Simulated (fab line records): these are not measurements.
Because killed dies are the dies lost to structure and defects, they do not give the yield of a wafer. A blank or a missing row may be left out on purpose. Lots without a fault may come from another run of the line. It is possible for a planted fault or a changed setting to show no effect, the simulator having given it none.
fab line records | flow n5Finfet
record lots=7 | wafers=39
route steps=1938 shown PMOS_HMC_CHANNEL_EPI@74 SD_EPI_N@275 MOL_CONTACT_COAG@538
startH: hours from the record's opening day to when the first of the lot's shown wafers began | waitH: how many hours have passed since the lot's step before this one | " same as the row above | L1.1+2: one row covering several wafers at once | - no value, or no start was given | * or withheld: withheld | < > ~ a bound
route shown NAME@n: NAME is a module with steps in the file, n the number in the route of the first one | usual: mean/standard deviation taken from wafers without a fault | same: alike in all rows | chamber/n: place in a boat | sites: readings site by site | _std_site: the values' standard deviation | _edge_site: the outer-site mean with the inner-site mean subtracted | radiusMm: for every site, how far away it sits from the centre of the wafer | mask NAME#n: copy n | behind: the tool/chamber that last shaped the wafer | hold: why the lot was held/for how many hours/how that ended | device: which transistor (n, p or np) failed to switch | end of line: tests of these same wafers at the route's end | for a step that has no rows: nothing shown but its recipe | killed: dies lost to structure and defects at the first sort, not the wafer's yield | map: a wafer's dies, marking killed ones x, the rest . and places with no die _
set.NAME: setting as actually run; set.NAME@STEP: the setting as run at that earlier step | model.NAME: the simulator's own value behind a step, which no gauge read
one table per step and one row per wafer, for lots whose settings were changed on purpose
## steps
# step N5_PMOS_HMC_CHANNEL_EPI_FIN_RECESS_16
# recipe chemistry=HBr/Cl2 | target=Si | maskMaterial=SiO2 | targetDepthA=540 | timeS=18 | pressureMtorr=10 | icpW=800 | biasW=75 | HBr_flow_sccm=150 | Cl2_flow_sccm=80
lot.wafer | tool     | chamber | startH | waitH | set.timeS | model.PMOS_HMC_CHANNEL_EPI.featureDepthNm | model.etch.depthNm
L079.1    | rieSi-03 | 3       | 48.30  | 0.0   | 18        | 55.3                                      | 55.3
L079.2    | "        | 1       | "      | "     | 18        | 53.78                                     | 53.78
L079.3    | "        | 0       | "      | "     | 18        | 55.13                                     | 55.13
L079.4    | "        | 2       | "      | "     | 18        | 53.67                                     | 53.67
L079.5    | "        | 2       | "      | "     | 18        | 53.75                                     | 53.75
L079.6    | "        | 3       | "      | "     | 18        | 55.17                                     | 55.17
L087.1    | rieSi-03 | 2       | 99.25  | 0.0   | 18        | 53.15                                     | 53.15
L087.2    | "        | 0       | "      | "     | 18        | 54.11                                     | 54.11
L087.3    | "        | 1       | "      | "     | 16.6      | 49.8                                      | 49.8
L087.4    | "        | 3       | "      | "     | 18        | 54.61                                     | 54.61
L087.5    | "        | 0       | "      | "     | 16.6      | 49.6                                      | 49.6
L087.6    | "        | 3       | "      | "     | 16.6      | 50.54                                     | 50.54
L090.1+3  | rieSi-03 | 2,1     | 114.91 | 0.0   | 19.21     | 57.51                                     | 57.51
L090.2    | "        | 3       | "      | "     | 18        | 54.51                                     | 54.51
L090.4    | "        | 0       | "      | "     | 18        | 54.73                                     | 54.73
L090.5    | "        | 3       | "      | "     | 19.21     | 58.32                                     | 58.32
L090.6    | "        | 0       | "      | "     | 18        | 54.78                                     | 54.78
L094.1    | rieSi-06 | 0       | 137.91 | 0.0   | 18        | 54.45                                     | 54.45
L094.2    | "        | 3       | "      | "     | 18        | 52.2                                      | 52.2
L094.3    | "        | 2       | "      | "     | 18        | 55.01                                     | 55.01
L094.4    | "        | 1       | "      | "     | 18        | 52.17                                     | 52.17
L094.5    | "        | 1       | "      | "     | 18        | 52.08                                     | 52.08
L094.6    | "        | 0       | "      | "     | 18        | 54.55                                     | 54.55
L095.3    | rieSi-03 | 3       | 143.64 | 0.0   | 18        | 55.59                                     | 55.59
L095.4    | "        | 3       | "      | "     | 18        | 55.29                                     | 55.29
L095.6    | "        | 1       | "      | "     | 18        | 54.04                                     | 54.04
L096.1    | rieSi-06 | 3       | 150.56 | 0.0   | 16.85     | 49.53                                     | 49.53
L096.2    | "        | 1       | "      | "     | 16.85     | 48.1                                      | 48.1
L096.3    | "        | 2       | "      | "     | 18        | 54.38                                     | 54.38
L096.4    | "        | 0       | "      | "     | 18        | 54.02                                     | 54.02
L096.5    | "        | 0       | "      | "     | 16.85     | 50.81                                     | 50.81
L096.6    | "        | 3       | "      | "     | 18        | 52.68                                     | 52.68
L097.1    | rieSi-03 | 1       | 156.35 | 0.0   | 18        | 53.1                                      | 53.1
L097.2    | "        | 2       | "      | "     | 16.75     | 50.24                                     | 50.24
L097.3    | "        | 0       | "      | "     | 16.75     | 50.91                                     | 50.91
L097.4    | "        | 3       | "      | "     | 18        | 55.9                                      | 55.9
L097.5    | "        | 3       | "      | "     | 16.75     | 51.75                                     | 51.75
L097.6    | "        | 0       | "      | "     | 18        | 54.92                                     | 54.92
# step N5_PMOS_HMC_CHANNEL_EPI_PRECLEAN_36
# recipe chemistry=O3/DIW | timeS=45 | tempC=22 | o3Ppm=10
# step N5_PMOS_HMC_CHANNEL_EPI_PRECLEAN_18
# recipe chemistry=DHF | timeS=30 | tempC=25 | dilution=withheld
# step N5_PMOS_HMC_CHANNEL_EPI_SRD_39
# recipe dry=ipaMarangoni | timeS=30 | tempC=23 | rinseLiquid=diw
# step N5_PMOS_HMC_CHANNEL_EPI_CMP_21
# recipe material=SiGe30 | postCmpClean=alkalineBrush | targetThkNm=54
# step N5_PMOS_HMC_CHANNEL_EPI_THK_MEAS_22
# recipe reads=SiGe30_of_PMOS_HMC_CHANNEL_EPI_EPI_20
# usual HMC_CMP_THK=53.9/1.1
lot.wafer | tool         | chamber | startH | waitH | set.timeS@PMOS_HMC_CHANNEL_EPI_FIN_RECESS_16 | HMC_CMP_THK[nm]
L079.1    | filmMetro-01 | -       | 50.10  | -     | 18                                           | 55.2
L079.2    | "            | -       | "      | "     | 18                                           | 53.7
L079.3    | "            | -       | "      | "     | 18                                           | 54.9
L079.4    | "            | -       | "      | "     | 18                                           | 53.5
L079.5    | "            | -       | "      | "     | 18                                           | 53.7
L079.6    | "            | -       | "      | "     | 18                                           | 55.0
L087.1    | filmMetro-02 | -       | 101.09 | -     | 18                                           | 53.2
L087.2    | "            | -       | "      | "     | 18                                           | 53.9
L087.3    | "            | -       | "      | "     | 16.6                                         | 49.8
L087.4    | "            | -       | "      | "     | 18                                           | 54.9
L087.5    | "            | -       | "      | "     | 16.6                                         | 49.5
L087.6    | "            | -       | "      | "     | 16.6                                         | 50.6
L090.1    | filmMetro-02 | -       | 116.71 | -     | 19.21                                        | 57.2
L090.2    | "            | -       | "      | "     | 18                                           | 54.4
L090.3    | "            | -       | "      | "     | 19.21                                        | 57.4
L090.4    | "            | -       | "      | "     | 18                                           | 54.6
L090.5    | "            | -       | "      | "     | 19.21                                        | 58.2
L090.6    | "            | -       | "      | "     | 18                                           | 54.7
L094.1    | filmMetro-02 | -       | 139.71 | -     | 18                                           | 54.4
L094.2    | "            | -       | "      | "     | 18                                           | 52.3
L094.3    | "            | -       | "      | "     | 18                                           | 55.0
L094.4    | "            | -       | "      | "     | 18                                           | 52.5
L094.5    | "            | -       | "      | "     | 18                                           | 52.0
L094.6    | "            | -       | "      | "     | 18                                           | 54.4
L095.3    | filmMetro-01 | -       | 145.45 | -     | 18                                           | 55.9
L095.4    | "            | -       | "      | "     | 18                                           | 55.1
L095.6    | "            | -       | "      | "     | 18                                           | 54.1
L096.1    | filmMetro-01 | -       | 152.41 | -     | 16.85                                        | 49.5
L096.2    | "            | -       | "      | "     | 16.85                                        | 47.9
L096.3    | "            | -       | "      | "     | 18                                           | 54.7
L096.4    | "            | -       | "      | "     | 18                                           | 53.9
L096.5    | "            | -       | "      | "     | 16.85                                        | 50.8
L096.6    | "            | -       | "      | "     | 18                                           | 52.6
L097.1    | filmMetro-02 | -       | 158.16 | -     | 18                                           | 53.1
L097.2    | "            | -       | "      | "     | 16.75                                        | 50.2
L097.3    | "            | -       | "      | "     | 16.75                                        | 50.8
L097.4    | "            | -       | "      | "     | 18                                           | 55.8
L097.5    | "            | -       | "      | "     | 16.75                                        | 51.7
L097.6    | "            | -       | "      | "     | 18                                           | 54.9
# step N5_SD_EPI_N_ETCH_35
# recipe chemistry=N2/H2 | target=SOC | overetchA=1080 | maskMaterial=SiARC | tempC=40 | ionEnergyEv=100 | sourceW=3000 | biasW=133 | pressureMtorr=20 | timeS=486 | n2FlowSccm=200 | h2FlowSccm=200
lot.wafer    | tool       | chamber | startH | waitH | set.timeS | model.SiARC_of_SD_EPI_N_COAT_33.thkNm
L079.1       | rieDiel-04 | 0       | 80.38  | 0.0   | 486       | 19.4
L079.2       | "          | 3       | "      | "     | 546.6     | 17
L079.3       | "          | 2       | "      | "     | 486       | 19.2
L079.4       | "          | 1       | "      | "     | 546.6     | 18.2
L079.5       | "          | 2       | "      | "     | 546.6     | 17.4
L079.6       | "          | 1       | "      | "     | 486       | 20.2
L087.1+6     | rieDiel-05 | 0,3     | 133.73 | 0.0   | 486       | 20
L087.2       | "          | 3       | "      | "     | 516.1     | 19.2
L087.3       | "          | 1       | "      | "     | 516.1     | 18.6
L087.4       | "          | 1       | "      | "     | 486       | 19.4
L087.5       | "          | 0       | "      | "     | 516.1     | 18.8
L090.1       | rieDiel-04 | 1       | 154.17 | 0.0   | 570.9     | 17.6
L090.2+4     | "          | 0,2     | "      | "     | 570.9     | 16.4
L090.3       | "          | 3       | "      | "     | 486       | 19
L090.5       | "          | 0       | "      | "     | 486       | 19.4
L090.6       | "          | 3       | "      | "     | 486       | 19.2
L094.1+3     | rieDiel-04 | 0,2     | 171.89 | 0.0   | 452.1     | 20.6
L094.2       | "          | 1       | "      | "     | 486       | 20.2
L094.4       | "          | 3       | "      | "     | 486       | 19.4
L094.5       | "          | 2       | "      | "     | 486       | 19.8
L094.6       | "          | 1       | "      | "     | 452.1     | 21.6
L095.3       | rieDiel-06 | 3       | 179.31 | 0.0   | 486       | 19.6
L095.4+6     | "          | 0       | "      | "     | 486       | 19.8
L096.1       | rieDiel-04 | 1       | 181.03 | 0.0   | 486       | 20.4
L096.2+3+4+5 | "          | 3,0,2,3 | "      | "     | 486       | 19.4
L096.6       | "          | 0       | "      | "     | 486       | 19.2
L097.1       | rieDiel-05 | 3       | 188.92 | 0.0   | 486       | 20
L097.2       | "          | 1       | "      | "     | 382.6     | 22.8
L097.3+6     | "          | 0,3     | "      | "     | 382.6     | 23.2
L097.4       | "          | 2       | "      | "     | 486       | 19.4
L097.5       | "          | 0       | "      | "     | 486       | 20.2
# step N5_MOL_CONTACT_COAG_ETCH_110
# recipe chemistry=CF4/O2 | target=Si | targetDepthA=25 | timeS=8 | pressureMtorr=100 | sourceW=200 | biasW=12 | ionEnergyEv=60 | Ar_flow_sccm=100 | cf4FlowSccm=100 | O2_flow_sccm=10
# usual rfVppV=127.7/2.4
lot.wafer | tool       | chamber | startH | waitH | set.biasW | rfVppV
L079.1    | rieDiel-04 | 1       | 119.17 | 0.0   | 12        | 124.4
L079.2    | "          | 2       | "      | "     | 12        | 128.1
L079.3    | "          | 0       | "      | "     | 12        | 127.3
L079.4    | "          | 3       | "      | "     | 13.26     | 137.1
L079.5    | "          | 3       | "      | "     | 13.26     | 137.7
L079.6    | "          | 2       | "      | "     | 13.26     | 138.5
L087.1    | rieDiel-04 | 1       | 176.31 | 0.0   | 13.19     | 137.3
L087.2    | "          | 2       | "      | "     | 12        | 126.4
L087.3    | "          | 3       | "      | "     | 12        | 127.7
L087.4    | "          | 0       | "      | "     | 12        | 127.9
L087.5    | "          | 3       | "      | "     | 13.19     | 138.1
L087.6    | "          | 0       | "      | "     | 13.19     | 137.0
L090.1    | rieDiel-05 | 3       | 195.94 | 0.0   | 12        | 126.9
L090.2    | "          | 1       | "      | "     | 13.2      | 138.7
L090.3    | "          | 0       | "      | "     | 13.2      | 135.4
L090.4    | "          | 2       | "      | "     | 13.2      | 141.5
L090.5    | "          | 3       | "      | "     | 12        | 125.9
L090.6    | "          | 0       | "      | "     | 12        | 127.7
L094.1    | rieDiel-05 | 2       | 210.34 | 0.0   | 13.99     | 148.1
L094.2    | "          | 1       | "      | "     | 13.99     | 146.1
L094.3    | "          | 3       | "      | "     | 13.99     | 144.4
L094.4    | "          | 0       | "      | "     | 12        | 127.2
L094.5    | "          | 1       | "      | "     | 12        | 127.7
L094.6    | "          | 2       | "      | "     | 12        | 130.6
L095.3    | rieDiel-05 | 2       | 217.23 | 0.0   | 12        | 130.6
L095.4    | "          | 1       | "      | "     | 12        | 127.8
L095.6    | "          | 1       | "      | "     | 12        | 127.6
L096.1    | rieDiel-04 | 0       | 221.80 | 0.0   | 12        | 126.4
L096.2    | "          | 1       | "      | "     | 14.04     | 144.3
L096.3    | "          | 3       | "      | "     | 12        | 127.4
L096.4    | "          | 2       | "      | "     | 14.04     | 144.3
L096.5    | "          | 0       | "      | "     | 12        | 127.2
L096.6    | "          | 3       | "      | "     | 14.04     | 144.8
L097.1    | rieDiel-04 | 0       | 231.07 | 0.0   | 13.73     | 141.0
L097.2    | "          | 1       | "      | "     | 12        | 125.4
L097.3    | "          | 2       | "      | "     | 12        | 125.8
L097.4    | "          | 3       | "      | "     | 13.73     | 142.2
L097.5    | "          | 1       | "      | "     | 12        | 127.0
L097.6    | "          | 2       | "      | "     | 13.73     | 141.6
## key
split step=N5_PMOS_HMC_CHANNEL_EPI_FIN_RECESS_16 | setting=timeS | stated=18 | by=wafer
response step=N5_PMOS_HMC_CHANNEL_EPI_FIN_RECESS_16 | reading=model.PMOS_HMC_CHANNEL_EPI.featureDepthNm | change=+0.535 | per=1% | r=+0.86
response step=N5_PMOS_HMC_CHANNEL_EPI_FIN_RECESS_16 | reading=model.etch.depthNm | change=+0.535 | per=1% | r=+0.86
response step=N5_PMOS_HMC_CHANNEL_EPI_THK_MEAS_22 | reading=HMC_CMP_THK | change=+0.54 | per=1% | r=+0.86
split step=N5_SD_EPI_N_ETCH_35 | setting=timeS | stated=486 | by=wafer
response step=N5_SD_EPI_N_ETCH_35 | reading=model.SiARC_of_SD_EPI_N_COAT_33.thkNm | change=-0.149 | per=1% | r=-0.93
split step=N5_MOL_CONTACT_COAG_ETCH_110 | setting=biasW | stated=12 | by=wafer
response step=N5_MOL_CONTACT_COAG_ETCH_110 | reading=rfVppV | change=+1.06 | per=1% | r=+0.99
